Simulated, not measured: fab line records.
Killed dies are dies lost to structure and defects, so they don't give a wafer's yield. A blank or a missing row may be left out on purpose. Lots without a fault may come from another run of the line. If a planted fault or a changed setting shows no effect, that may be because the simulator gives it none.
Which tool did it? | flow n5-finfet | 24 lots with 72 wafers sampled at 6 steps, on a route of 1938 steps

== WHAT THE GAUGES READ, wafer by wafer ==
N5_BEOL_M14_INSPECT_12: inspects for defects (macro). Usual: raw-defect-count 1.9, standard deviation 1.3.
lot  | measured     | on                | raw-defect-count | flag
L074 | day 11 02:34 | defect-inspect-01 | 3 2 2            |
L075 | day 11 10:51 | defect-inspect-02 | 2 1 4            |
L076 | day 11 19:21 | defect-inspect-01 | 0 0 3            |
L080 | day 12 15:34 | defect-inspect-02 | 3 1 2            |
L079 | day 12 19:32 | defect-inspect-02 | 2 1 4            |
L078 | day 12 20:23 | defect-inspect-01 | 0 3 0            |
L077 | day 12 21:56 | defect-inspect-01 | 3 3 2            |
L083 | day 12 22:49 | defect-inspect-01 | 1 3 0            |
L082 | day 12 23:12 | defect-inspect-01 | 1 4 0            |
L081 | day 13 11:51 | defect-inspect-01 | 0 2 3            |
L084 | day 14 03:19 | defect-inspect-02 | 2 2 4            |
L085 | day 14 09:56 | defect-inspect-02 | 3 0 2            |
L086 | day 14 14:14 | defect-inspect-02 | 2 4 2            |
L088 | day 14 23:42 | defect-inspect-02 | 2 3 2            |
L087 | day 15 04:44 | defect-inspect-02 | 1 3 2            |
L089 | day 15 14:16 | defect-inspect-02 | 1 3 1            |
L091 | day 15 20:38 | defect-inspect-01 | 0 1 1            |
L090 | day 16 02:20 | defect-inspect-02 | 2 4 1            |
L092 | day 16 02:36 | defect-inspect-02 | 0 1 2            |
L093 | day 16 09:36 | defect-inspect-01 | 3 1 0            |
L095 | day 16 21:31 | defect-inspect-01 | 3 2 0            |
L094 | day 16 23:46 | defect-inspect-01 | 1 1 4            |
L096 | day 17 09:46 | defect-inspect-01 | 1 0 4            |
L097 | day 17 12:35 | defect-inspect-01 | 4 4 2            |

N5_BEOL_M15_INSPECT_30: inspects for defects (macro). Usual: raw-defect-count 2.2, standard deviation 1.5.
lot  | measured     | on                | raw-defect-count | flag
L074 | day 11 13:56 | defect-inspect-01 | 3 4 2            |
L075 | day 11 17:47 | defect-inspect-01 | 2 0 1            |
L076 | day 12 02:58 | defect-inspect-02 | 0 2 1            |
L080 | day 12 21:46 | defect-inspect-02 | 0 2 4            |
L079 | day 13 05:06 | defect-inspect-01 | 3 3 1            |
L078 | day 13 09:20 | defect-inspect-01 | 3 0 2            |
L077 | day 13 16:07 | defect-inspect-01 | 2 1 3            |
L083 | day 13 10:59 | defect-inspect-01 | 5 0 1            |
L082 | day 13 16:28 | defect-inspect-01 | 4 3 2            |
L081 | day 13 18:27 | defect-inspect-01 | 2 2 3            |
L084 | day 14 10:29 | defect-inspect-02 | 4 1 2            |
L085 | day 14 22:02 | defect-inspect-02 | 1 4 4            |
L086 | day 14 23:13 | defect-inspect-02 | 3 3 2            |
L088 | day 15 06:08 | defect-inspect-01 | 2 0 1            |
L087 | day 15 10:23 | defect-inspect-02 | 2 3 3            |
L089 | day 15 22:41 | defect-inspect-02 | 1 2 3            |
L091 | day 16 07:49 | defect-inspect-01 | 3 0 2            |
L090 | day 16 08:14 | defect-inspect-01 | 1 1 3            |
L092 | day 16 08:48 | defect-inspect-01 | 2 3 4            |
L093 | day 16 17:20 | defect-inspect-02 | 5 1 1            |
L095 | day 17 03:42 | defect-inspect-01 | 1 5 4            |
L094 | day 17 06:45 | defect-inspect-02 | 1 2 3            |
L096 | day 17 18:02 | defect-inspect-01 | 5 2 2            |
L097 | day 17 18:24 | defect-inspect-02 | 2 5 6            |

N5_MIM_TOP_LITHO_CD_MEAS_08 targets a cd of 2000 nm. Usual: cd-nm 2000.9 nm, standard deviation 1.8.
lot  | measured     | on        | cd-nm (nm)           | flag
L074 | day 11 22:57 | cd-sem-01 | 2001.3 2002.7 2002.4 |
L075 | day 12 03:02 | cd-sem-01 | 2000.1 2003.6 1999.2 |
L076 | day 12 12:49 | cd-sem-02 | 1998.5 2000.2 1997.9 |
L080 | day 13 11:52 | cd-sem-01 | 2002.7 1999.5 2000.8 |
L079 | day 13 15:00 | cd-sem-01 | 1998.5 2000.0 2000.9 |
L078 | day 13 18:16 | cd-sem-02 | 1999.3 1998.9 1998.9 |
L077 | day 13 22:47 | cd-sem-02 | 2000.6 2003.5 1999.3 |
L083 | day 13 19:07 | cd-sem-02 | 1999.9 2000.1 2002.2 |
L082 | day 14 00:03 | cd-sem-02 | 2004.6 2004.6 2001.9 |
L081 | day 14 01:43 | cd-sem-02 | 2002.3 2000.9 1999.0 |
L084 | day 14 17:29 | cd-sem-02 | 2001.2 1999.6 2002.2 |
L085 | day 15 06:05 | cd-sem-01 | 1999.8 1999.4 2000.2 |
L086 | day 15 06:47 | cd-sem-03 | 2002.5 2000.4 2004.0 |
L088 | day 15 14:38 | cd-sem-03 | 2003.6 2000.9 2002.6 |
L087 | day 15 19:47 | cd-sem-03 | 2002.0 2000.1 2001.5 |
L089 | day 16 04:49 | cd-sem-01 | 1999.5 1999.4 2000.1 |
L091 | day 16 17:51 | cd-sem-01 | 1998.8 1997.9 1998.4 |
L090 | day 16 18:18 | cd-sem-01 | 2003.0 2002.4 2001.0 |
L092 | day 16 18:41 | cd-sem-01 | 1998.8 2000.3 2000.2 |
L093 | day 17 00:04 | cd-sem-01 | 1999.3 2000.6 1999.7 |
L095 | day 17 09:10 | cd-sem-03 | 2001.4 2000.1 2002.3 |
L094 | day 17 14:10 | cd-sem-02 | 2001.6 1998.4 2000.0 |
L096 | day 18 02:19 | cd-sem-01 | 2000.4 2001.8 1996.5 |
L097 | day 18 07:14 | cd-sem-02 | 2003.9 2000.7 2003.3 |

== TOOL THAT RAN EACH LOT (tool first, then ch and the chambers of the sampled wafers, then the start) ==
lot  | N5_BEOL_M14_STRIP_63                          | N5_BEOL_M14_DESCUM_33              | N5_BEOL_M15_SPUTTER_44
L074 | rie-diel-04 ch 0,3, day 11 04:02 or earlier   | rie-diel-03 ch 0,3, day 11 04:02   | pvd-sputter-03, day 11 17:34
L075 | rie-diel-02 ch 0,1, day 11 11:46 or earlier   | rie-diel-02 ch 0,1,3, day 11 11:46 | pvd-sputter-03, day 11 21:49
L076 | rie-diel-02 ch 0,1, day 11 20:29 or earlier   | rie-diel-02 ch 0,3, day 11 20:29   | pvd-sputter-01, day 12 07:55
L080 | rie-diel-03 ch 0,2, day 12 16:41 or earlier   | rie-diel-04 ch 1,2, day 12 16:41   | pvd-sputter-02, day 13 05:56
L079 | rie-diel-02 ch 0,2,3, day 12 20:55 or earlier | rie-diel-02 ch 2,3, day 12 20:55   | pvd-sputter-03, day 13 11:00
L078 | rie-diel-02 ch 2,3, day 12 21:30 or earlier   | rie-diel-02 ch 0,3, day 12 21:30   | pvd-sputter-03, day 13 11:42
L077 | rie-diel-04 ch 1,2, day 12 23:11 or earlier   | rie-diel-02 ch 0,2, day 12 23:11   | pvd-sputter-01, day 13 18:19
L083 | rie-diel-02 ch 0,2,3, day 12 23:49 or earlier | rie-diel-04 ch 0,1, day 12 23:49   | pvd-sputter-03, day 13 13:14
L082 | rie-diel-03 ch 0,2, day 13 00:16 or earlier   | rie-diel-02 ch 0,2,3, day 13 00:16 | pvd-sputter-03, day 13 19:35
L081 | rie-diel-03 ch 0,2,3, day 13 12:48 or earlier | rie-diel-03 ch 0,3, day 13 12:48   | pvd-sputter-03, day 13 20:02
L084 | rie-diel-04 ch 0,1,2, day 14 04:20 or earlier | rie-diel-04 ch 0,1,3, day 14 04:20 | pvd-sputter-01, day 14 13:03
L085 | rie-diel-02 ch 1,2,3, day 14 11:07 or earlier | rie-diel-04 ch 0,1,2, day 14 11:07 | pvd-sputter-03, day 15 01:10
L086 | rie-diel-04 ch 1,3, day 14 15:14 or earlier   | rie-diel-02 ch 1,2,3, day 14 15:14 | pvd-sputter-02, day 15 02:28
L088 | rie-diel-02 ch 0,1,3, day 15 00:43 or earlier | rie-diel-03 ch 0,2,3, day 15 00:43 | pvd-sputter-02, day 15 10:26
L087 | rie-diel-04 ch 0,1,2, day 15 05:44 or earlier | rie-diel-03 ch 0,1,2, day 15 05:44 | pvd-sputter-02, day 15 13:46
L089 | rie-diel-03 ch 0,2,3, day 15 17:55 or earlier | rie-diel-03 ch 1,2,3, day 15 17:55 | pvd-sputter-03, day 16 00:49
L091 | rie-diel-03 ch 1,2,3, day 15 21:52 or earlier | rie-diel-02 ch 0,2,3, day 15 21:52 | pvd-sputter-01, day 16 10:52
L090 | rie-diel-04 ch 2,3, day 16 03:34 or earlier   | rie-diel-03 ch 1,2,3, day 16 03:34 | pvd-sputter-03, day 16 11:22
L092 | rie-diel-02 ch 1,2,3, day 16 03:37 or earlier | rie-diel-04 ch 1,2,3, day 16 03:37 | pvd-sputter-02, day 16 11:59
L093 | rie-diel-02 ch 0,2, day 16 10:52 or earlier   | rie-diel-03 ch 2,3, day 16 10:52   | pvd-sputter-01, day 16 19:17
L095 | rie-diel-04 ch 1,2,3, day 16 22:25 or earlier | rie-diel-04 ch 0,2,3, day 16 22:25 | pvd-sputter-02, day 17 05:11
L094 | rie-diel-03 ch 0,3, day 17 00:59 or earlier   | rie-diel-02 ch 1,2, day 17 00:59   | pvd-sputter-03, day 17 08:17
L096 | rie-diel-03 ch 0,2,3, day 17 10:56 or earlier | rie-diel-04 ch 0,2,3, day 17 10:56 | pvd-sputter-01, day 17 20:59
L097 | rie-diel-03 ch 0,1, day 17 13:41 or earlier   | rie-diel-02 ch 0,1, day 17 13:41   | pvd-sputter-02, day 17 23:55
- N5_BEOL_M14_STRIP_63: strips in O2.
- N5_BEOL_M14_DESCUM_33: chemistry O2, time 7.9 s.
- N5_BEOL_M15_SPUTTER_44: material Ta, target thk 15 nm, time 24.19 s.

== AS READ BY THE TOOLS THEMSELVES (means over the sampled wafers that have a number; for cases with no such wafer, the mark the record gives instead) ==
N5_BEOL_M14_STRIP_63. Usual: drypump-motor-current-A 5.8 A, standard deviation 0.47; oes-product-au 0.82 a.u., standard deviation 0.093; rf-vpp-V 3.7 V, standard deviation 0.89; showerhead-plenum-p-Torr 2.13 Torr, standard deviation 0.073; temp-c 60.00 C, standard deviation 0.12; throttle-valve-pct 16.58 %, standard deviation 0.17.
lot  | tool        | drypump-motor-current-A (A) | oes-product-au (a.u.) | rf-vpp-V (V) | showerhead-plenum-p-Torr (Torr) | temp-c (C) | throttle-valve-pct (%) | flag
L074 | rie-diel-04 | 6.6                         | 0.88                  | 3.6          | 2.20                            | 59.88      | 16.66                  |
L075 | rie-diel-02 | 5.9                         | 0.69                  | 4.2          | 2.09                            | 59.92      | 16.68                  |
L076 | rie-diel-02 | 5.9                         | 0.68                  | 4.0          | 2.09                            | 60.00      | 16.66                  |
L080 | rie-diel-03 | 5.5                         | 0.75                  | 3.8          | 2.08                            | 59.95      | 16.53                  |
L079 | rie-diel-02 | 5.4                         | 0.80                  | 3.2          | 2.08                            | 60.03      | 16.72                  |
L078 | rie-diel-02 | 5.5                         | 0.80                  | 3.5          | 2.10                            | 59.99      | 16.71                  |
L077 | rie-diel-04 | 5.8                         | 0.93                  | 4.2          | 2.17                            | 59.87      | 16.39                  |
L083 | rie-diel-02 | 5.4                         | 0.79                  | 3.4          | 2.07                            | 59.94      | 16.72                  |
L082 | rie-diel-03 | 5.6                         | 0.72                  | 4.9          | 2.07                            | 59.82      | 16.57                  |
L081 | rie-diel-03 | 5.6                         | 0.78                  | 3.6          | 2.13                            | 60.03      | 16.55                  |
L084 | rie-diel-04 | 6.2                         | 0.88                  | 4.5          | 2.17                            | 59.99      | 16.50                  |
L085 | rie-diel-02 | 5.7                         | 0.84                  | 3.3          | 2.12                            | 60.04      | 16.56                  |
L086 | rie-diel-04 | 6.4                         | 0.85                  | 3.5          | 2.10                            | 59.96      | 16.64                  |
L088 | rie-diel-02 | 5.7                         | 0.85                  | 3.1          | 2.15                            | 59.98      | 16.43                  |
L087 | rie-diel-04 | 6.2                         | 0.87                  | 3.6          | 2.16                            | 59.87      | 16.51                  |
L089 | rie-diel-03 | 5.6                         | 0.76                  | 4.5          | 2.12                            | 60.10      | 16.58                  |
L091 | rie-diel-03 | 5.5                         | 0.79                  | 3.9          | 2.14                            | 59.96      | 16.58                  |
L090 | rie-diel-04 | 6.1                         | 0.84                  | 3.7          | 2.15                            | 59.98      | 16.67                  |
L092 | rie-diel-02 | 5.7                         | 0.82                  | 3.4          | 2.11                            | 59.96      | 16.59                  |
L093 | rie-diel-02 | 5.3                         | 0.91                  | 3.8          | 2.22                            | 60.01      | 16.46                  |
L095 | rie-diel-04 | 6.1                         | 0.85                  | 3.2          | 2.12                            | 59.91      | 16.56                  |
L094 | rie-diel-03 | 5.6                         | 0.87                  | 3.4          | 2.16                            | 60.05      | 16.44                  |
L096 | rie-diel-03 | 5.6                         | 0.83                  | 4.3          | 2.11                            | 60.10      | 16.45                  |
L097 | rie-diel-03 | 5.4                         | 0.82                  | 3.8          | 2.08                            | 60.02      | 16.42                  |

N5_BEOL_M14_DESCUM_33. Usual: drypump-motor-current-A 5.7 A, standard deviation 0.47; oes-product-au 0.82 a.u., standard deviation 0.093; rf-vpp-V 243.8 V, standard deviation 1.3; showerhead-plenum-p-Torr 2.13 Torr, standard deviation 0.076; temp-c 40.02 C, standard deviation 0.11; throttle-valve-pct 20.35 %, standard deviation 0.16.
lot  | tool        | drypump-motor-current-A (A) | oes-product-au (a.u.) | rf-vpp-V (V) | showerhead-plenum-p-Torr (Torr) | temp-c (C) | throttle-valve-pct (%) | flag
L074 | rie-diel-03 | 5.7                         | 0.84                  | 245.8        | 2.17                            | 39.98      | 20.28                  |
L075 | rie-diel-02 | 5.7                         | 0.71                  | 243.5        | 2.07                            | 40.01      | 20.41                  |
L076 | rie-diel-02 | 5.4                         | 0.70                  | 242.8        | 2.02                            | 40.17      | 20.46                  |
L080 | rie-diel-04 | 5.8                         | 0.93                  | 244.8        | 2.16                            | 40.00      | 20.17                  |
L079 | rie-diel-02 | 5.5                         | 0.79                  | 243.7        | 2.10                            | 39.93      | 20.47                  |
L078 | rie-diel-02 | 5.4                         | 0.69                  | 241.6        | 2.02                            | 39.98      | 20.47                  |
L077 | rie-diel-02 | 5.3                         | 0.89                  | 242.9        | 2.10                            | 39.95      | 20.51                  |
L083 | rie-diel-04 | 6.6                         | 0.89                  | 244.5        | 2.17                            | 40.08      | 20.39                  |
L082 | rie-diel-02 | 5.4                         | 0.79                  | 243.0        | 2.07                            | 40.08      | 20.49                  |
L081 | rie-diel-03 | 5.7                         | 0.83                  | 245.0        | 2.16                            | 40.14      | 20.31                  |
L084 | rie-diel-04 | 6.5                         | 0.86                  | 242.8        | 2.13                            | 39.95      | 20.41                  |
L085 | rie-diel-04 | 6.2                         | 0.88                  | 243.7        | 2.16                            | 39.97      | 20.29                  |
L086 | rie-diel-02 | 5.7                         | 0.85                  | 243.2        | 2.11                            | 39.93      | 20.33                  |
L088 | rie-diel-03 | 5.6                         | 0.77                  | 243.5        | 2.12                            | 39.99      | 20.31                  |
L087 | rie-diel-03 | 5.4                         | 0.74                  | 242.5        | 2.08                            | 40.00      | 20.29                  |
L089 | rie-diel-03 | 5.5                         | 0.78                  | 243.8        | 2.13                            | 40.08      | 20.31                  |
L091 | rie-diel-02 | 5.4                         | 0.83                  | 244.8        | 2.15                            | 39.98      | 20.38                  |
L090 | rie-diel-03 | 5.5                         | 0.79                  | 244.2        | 2.13                            | 40.07      | 20.32                  |
L092 | rie-diel-04 | 6.1                         | 0.86                  | 243.5        | 2.12                            | 40.01      | 20.31                  |
L093 | rie-diel-03 | 5.5                         | 0.76                  | 244.6        | 2.12                            | 40.01      | 20.32                  |
L095 | rie-diel-04 | 6.2                         | 0.83                  | 243.8        | 2.18                            | 40.16      | 20.44                  |
L094 | rie-diel-02 | 5.9                         | 0.88                  | 244.3        | 2.13                            | 40.03      | 20.20                  |
L096 | rie-diel-04 | 6.2                         | 0.82                  | 244.6        | 2.18                            | 39.96      | 20.45                  |
L097 | rie-diel-02 | 5.9                         | 0.87                  | 244.8        | 2.16                            | 40.06      | 20.05                  |

N5_BEOL_M15_SPUTTER_44. Usual: bias-v 80.0 V, standard deviation 0.83; throttle-valve-pct 30.0 %, standard deviation 1.1.
lot  | tool           | bias-v (V) | throttle-valve-pct (%) | flag
L074 | pvd-sputter-03 | 80.2       | 29.5                   |
L075 | pvd-sputter-03 | 79.8       | 29.1                   |
L076 | pvd-sputter-01 | 80.8       | 30.7                   |
L080 | pvd-sputter-02 | 80.4       | 31.4                   |
L079 | pvd-sputter-03 | 79.2       | 29.8                   |
L078 | pvd-sputter-03 | 79.2       | 29.0                   |
L077 | pvd-sputter-01 | 80.5       | 30.3                   |
L083 | pvd-sputter-03 | 80.7       | 29.6                   |
L082 | pvd-sputter-03 | 80.0       | 29.2                   |
L081 | pvd-sputter-03 | 80.6       | 29.6                   |
L084 | pvd-sputter-01 | 79.4       | 30.0                   |
L085 | pvd-sputter-03 | 80.5       | 29.4                   |
L086 | pvd-sputter-02 | 79.7       | 29.9                   |
L088 | pvd-sputter-02 | 80.5       | 30.9                   |
L087 | pvd-sputter-02 | 79.5       | 30.5                   |
L089 | pvd-sputter-03 | 79.5       | 29.0                   |
L091 | pvd-sputter-01 | 80.7       | 30.5                   |
L090 | pvd-sputter-03 | 80.2       | 30.6                   |
L092 | pvd-sputter-02 | 80.4       | 30.5                   |
L093 | pvd-sputter-01 | 79.5       | 30.7                   |
L095 | pvd-sputter-02 | 80.1       | 30.4                   |
L094 | pvd-sputter-03 | 79.6       | 28.9                   |
L096 | pvd-sputter-01 | 80.1       | 29.8                   |
L097 | pvd-sputter-02 | 79.8       | 29.7                   |

== THE ANSWER, worked out from the rows above alone ==
Rule: a lot counts as off when the mean over its wafers that have a number is more than 3 standard deviations away from the usual mean. Also off: a lot with no number at a reading for which 4 or more lots have one. All remaining lots with rows at the step are treated as sound. First the gauges in route order, then the tools' own readings, where a lot's mean is used as printed above. At the first step where some lot is off, the reading lying furthest off is the one used; lots without a number count as furthest.
Nothing can be told from this: no lot is off at any reading shown.

== WHAT HAD BEEN PUT IN BY THE SIMULATOR ==
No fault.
